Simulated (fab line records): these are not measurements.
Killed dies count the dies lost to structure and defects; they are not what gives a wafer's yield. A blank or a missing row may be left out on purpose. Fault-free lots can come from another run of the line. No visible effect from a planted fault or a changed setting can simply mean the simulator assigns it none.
One fault through the eyes of 2 desks / flow n5-finfet / every desk sees just its own numbers, and what lay behind them comes last

## METROLOGY DESK
What the gauges read, lot by lot, whatever tool the lot ran on: means of the sampled wafers that have a number. A lot is out of limits, marked OUT, if its mean lies more than 4 standard deviations from the usual mean; the brackets give that distance. Shown here are 7 of its 10 readings, the ones lying furthest out on some lot.
Columns: A = DIBL_N at N5_BEOL_M4_RC_MEAS_101, usual 36.0 mV/V; B = DIBL_P at N5_BEOL_M4_RC_MEAS_101, usual 36.7 mV/V; C = IOFF_N at N5_BEOL_M4_RC_MEAS_101, usual 0.16 nA/um; D = IOFF_P at N5_BEOL_M4_RC_MEAS_101, usual 0.21 nA/um; E = ION_N at N5_BEOL_M4_RC_MEAS_101, usual 673 uA/um; F = SS_N at N5_BEOL_M4_RC_MEAS_101, usual 71.5 mV/dec; G = SS_P at N5_BEOL_M4_RC_MEAS_101, usual 73.4 mV/dec
lot=L229; first seen here=day 9 08:05; A=37.2; B=39.3; C=0.18; D=0.26; E=673; F=71.5; G=74.4
lot=L230; first seen here=day 9 20:59; A=36.7; B=40.6; C=0.21; D=0.26; E=681; F=72.8; G=74.4
lot=L232; first seen here=day 10 02:05; A=33.8; B=35.1; C=0.13; D=0.16; E=661; F=71.0; G=73.2
lot=L233; first seen here=day 10 03:53; A=41.1; B=41.8; C=0.24; D=0.28; E=689; F=73.2; G=74.9
lot=L245; first seen here=day 14 08:02; A=37.1; B=38.6; C=0.18; D=0.22; E=674; F=71.7; G=73.8
This desk found nothing out of limits on any of the 5 lots.

## THE TOOL OWNER'S DESK: rie-diel-01
The tool's own readings at N5_DUMMY_GATE_ETCH_37 (etches SOC in N2/H2, target depth 60 nm, overetch 30 nm): means of the sampled wafers that have a number, for each lot that ran on this tool. A lot is out of limits, marked OUT, if its mean lies more than 4 standard deviations from the usual mean; the brackets give that distance.
Columns: A = chamber-pressure-mTorr at N5_DUMMY_GATE_ETCH_37, usual 30.00 mTorr; B = drypump-motor-current-A at N5_DUMMY_GATE_ETCH_37, usual 5.8 A; C = oes-product-au at N5_DUMMY_GATE_ETCH_37, usual 0.61 a.u.; D = rf-vpp-V at N5_DUMMY_GATE_ETCH_37, usual 523.7 V; E = showerhead-plenum-p-Torr at N5_DUMMY_GATE_ETCH_37, usual 2.53 Torr; F = throttle-valve-pct at N5_DUMMY_GATE_ETCH_37, usual 17.83 %
lot=L229; first seen here=day 4 12:23; A=30.02; B=6.0; C=0.58; D=524.3; E=2.55; F=18.10
lot=L230; first seen here=day 4 17:44; A=30.02; B=6.6; C=0.57; D=522.0; E=2.49; F=17.69
lot=L233; first seen here=day 5 10:59; A=30.00; B=6.3; C=0.58; D=523.8; E=2.52; F=17.91
lot=L245; first seen here=day 8 11:09; A=30.03; B=6.3; C=0.56; D=522.4; E=2.51; F=17.94
This desk found nothing out of limits on any of the 4 lots.

## BROUGHT TOGETHER
Metrology desk: nothing out of limits seen.
Nothing out of limits was seen by the tool owner's desk.

## WHAT THE SIMULATOR HAD INSERTED
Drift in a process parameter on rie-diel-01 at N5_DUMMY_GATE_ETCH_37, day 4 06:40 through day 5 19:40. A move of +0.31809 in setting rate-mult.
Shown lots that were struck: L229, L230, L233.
